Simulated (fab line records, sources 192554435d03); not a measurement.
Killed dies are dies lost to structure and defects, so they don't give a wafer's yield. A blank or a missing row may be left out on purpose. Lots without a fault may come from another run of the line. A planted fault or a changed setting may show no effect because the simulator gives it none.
A struck lot beside a sound one | flow n5_finfet | 39 steps out of a route of 1938
Sound: wafers L607.1, L607.4, L607.6. Struck: wafer L628.1. (L628.4, L628.6 of the same lot were not struck and are left out.) The cause comes at the end.
At each step with rows: each side's tool, then ch and its chambers, then its first start. Under that, the readings that differ: sound wafers | struck wafers | difference of the means | sigmas: that difference in standard deviations of wafers without a fault.
alike: readings whose means differ by less than 2 such deviations, and words and numbers that are the same on both sides. not compared: withheld readings, readings that some wafer has no value for, bounds like >300 that may hide the same value, and numbers for which the record gives no deviation and whose values overlap.
The two part at a step that has a row with sigmas, a row that says differs or no value, or rows on one side only. Numbers that don't overlap but have no deviation are shown without sigmas and don't part them. A reading that every wafer of one side lacks parts them only if that side has two wafers or more.

first, 9 steps without rows for these wafers: N5_MOL_CONTACT_COAG_PRE_CLEAN_121; N5_MOL_CONTACT_COAG_CVD_140 (deposits W, target thk 66.5 nm, time 215 s); N5_MOL_CONTACT_COAG_PRECLEAN_127 (cleans in DIW, time 57.5 s); N5_MOL_CONTACT_COAG_SRD_128 (dry time 32 s); N5_MOL_CONTACT_COAG_CMP_52 (polishes, stops on SiO2, t overpolish 1.5 s, target thk 66.5 nm); N5_MOL_CONTACT_COAG_ANNEAL_112 (time 1800 s); N5_BEOL_M0_SAQP_PECVD_00 (deposits SiCN from 3MS/NH3, target thk 8 nm, time 14 s); N5_BEOL_M0_SAQP_ILD_DEP_01 (deposits SiOC from DEMS/O2, target thk 45.419 nm, time 8.7 s); N5_BEOL_M0_SAQP_HM_DEP_02 (deposits TiN, target thk 12 nm).
N5_BEOL_M0_SAQP_PECVD_03: deposits SiCN from 3MS/NH3, target thk 12 nm, time 21.1 s.
  sound on pecvd-02 ch 0,1,2, day 5 19:23; struck on pecvd-02 ch 2, day 11 01:04
  reading                                         | sound          | struck | difference | sigmas
  run_length_s (s)                                | 50.6 50.4 50.8 | 58.0   | +7.4       | +14
  model.SiCN_of_BEOL_M0_SAQP_PECVD_03.thk_nm (nm) | 12 11.8 12     | 16.2   | +4.3       |
  alike: showerhead_plenum_p_Torr, throttle_valve_pct
then, 25 steps without rows for these wafers: N5_BEOL_M0_SAQP_PECVD_96 (deposits a-Si from SiH4/He, target thk 45 nm, time 45.2 s); N5_BEOL_M0_SAQP_PECVD_97 (deposits SiNx from SiH4/NH3/N2, target thk 23 nm, time 19.9 s); N5_BEOL_M0_SAQP_PECVD_04 (deposits a-Si from SiH4/He, target thk 60 nm, time 60.2 s); N5_BEOL_M0_SAQP_HM_DEP_111 (deposits SiO2 from SiH4/N2O, target thk 12 nm, time 7.2 s); N5_BEOL_M0_SAQP_COAT_81 (time 60 s, resist thk 100 nm); N5_BEOL_M0_SAQP_COAT_82 (time 60 s, resist thk 30 nm); N5_BEOL_M0_SAQP_COAT_08 (resist thk 90 nm); N5_BEOL_M0_SAQP_EBR_10; N5_BEOL_M0_SAQP_SOFTBAKE_09 (time 60 s); N5_BEOL_M0_SAQP_EXPOSE_11 (exposes mask M0 CORE, target cd 42 nm); N5_BEOL_M0_SAQP_PEB_12 (peb time 60 s); N5_BEOL_M0_SAQP_DEVELOP_13 (develop time 30 s); N5_BEOL_M0_SAQP_DESCUM_19 (chemistry O2, time 7.9 s); N5_BEOL_M0_SAQP_ETCH_83 (etches SiARC in CF4, target depth 39 nm, time 65 s); N5_BEOL_M0_SAQP_ETCH_84 (etches SOC in N2/H2, target depth 100 nm, overetch 20 nm, time 150 s); N5_BEOL_M0_SAQP_STRIP_80 (strips in N2/H2); N5_BEOL_M0_SAQP_HM_OPEN_112 (chemistry CHF3/O2, target SiO2, stops on a-Si, target depth 12 nm, time 13.5 s); N5_BEOL_M0_SAQP_STRIP_113 (strips in CHF3/O2); N5_BEOL_M0_SAQP_MANDREL_ETCH_20 (etches a-Si in HBr/Cl2, stops on SiNx, target depth 60 nm, bt time 10 s, time 30 s); N5_BEOL_M0_SAQP_STRIP_86 (strips in N2/H2); N5_BEOL_M0_SAQP_STRIP_115 (strips in post etch residue remover, time 60 s); N5_BEOL_M0_SAQP_SRD_93 (time 30 s); N5_BEOL_M0_SAQP_RECESS_114 (chemistry HF/NH3, target SiO2, target depth 14.4 nm, afs cycles 3, sublimation time 60 s); N5_BEOL_M0_SAQP_SPACER1_ALD_98 (deposits SiO2, target thk 12.8 nm, pulse time 1 s, purge time 2 s); N5_BEOL_M0_SAQP_SPACER1_ETCHBACK_99 (etches SiO2 in CHF3/O2, target depth 15.4 nm, time 7.7 s).
N5_BEOL_M0_SAQP_RECESS_109: chemistry HF/NH3, target SiO2, target depth 3 nm, afs cycles 1, sublimation time 60 s.
  sound on vapor_etch-02 ch 0,1, day 5 23:09; struck on vapor_etch-02 ch 0, day 11 04:29
  reading                                         | sound       | struck | difference | sigmas
  model.SiCN_of_BEOL_M0_SAQP_PECVD_03.thk_nm (nm) | 8.4 8.4 8.6 | 12.8   | +4.3       |
  alike: drypump_motor_current_A
N5_BEOL_M0_ETCH_138: etches SiCN in CH3F/O2, target depth 12 nm, time 31.6 s.
  sound on rie_diel-01 ch 0,2,3, day 6 04:32; struck on rie_diel-03 ch 2, day 11 07:31
  reading                         | sound             | struck | difference | sigmas
  showerhead_plenum_p_Torr (Torr) | 1.95 2.07 1.91    | 2.14   | +0.16      | +2
  model.etch.depth_nm (nm)        | 8.451 8.308 8.518 | 9.231  | +0.805     |
  alike: drypump_motor_current_A, etch_rf_on_time_s, mfc_ar_sccm, oes_product_au, rf_vpp_V, throttle_valve_pct
  not compared: rf_hours_counter_h
N5_BEOL_M0_ETCH_128: etches SiCN in CF4/N2, target depth 12 nm, overetch 5.1 nm, time 21.4 s.
  sound on rie_diel-04 ch 0,1,2, day 6 08:43; struck on rie_diel-03 ch 0, day 11 08:52
  reading                  | sound             | struck | difference | sigmas
  oes_product_au (a.u.)    | 0.47 0.50 0.50    | 0.73   | +0.24      | +4
  throttle_valve_pct (%)   | 15.39 15.40 15.46 | 14.88  | -0.54      | -3
  model.etch.depth_nm (nm) | 8.451 8.308 8.518 | 12.79  | +4.36      |
  alike: drypump_motor_current_A, mfc_ar_sccm, rf_vpp_V, showerhead_plenum_p_Torr
  not compared: rf_hours_counter_h
-- the record jumps here: 4 days lie between the struck wafers' starts before and after (it left off in module BEOL_M0 and takes up again in module BEOL_M4, whose first step shown is number 1111 of the route) --
N5_BEOL_M4_RC_MEAS_101:
  sound on prober-01 ch 0, day 8 19:42; struck on prober-02 ch 0, day 15 01:38
  alike: DIBL_N, DIBL_P, IOFF_N, IOFF_P, ION_N, ION_P, SS_N, SS_P, VT_N, VT_P

WHERE THEY PART
First at N5_BEOL_M0_SAQP_PECVD_03; last, within this record, at N5_BEOL_M0_ETCH_128. Later steps at which nothing parts them and some readings are alike: N5_BEOL_M4_RC_MEAS_101.

WHY: what the simulator had put in
Process parameter drift: pecvd-02, from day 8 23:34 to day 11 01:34, at N5_BEOL_M0_SAQP_PECVD_03. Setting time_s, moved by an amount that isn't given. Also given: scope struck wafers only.
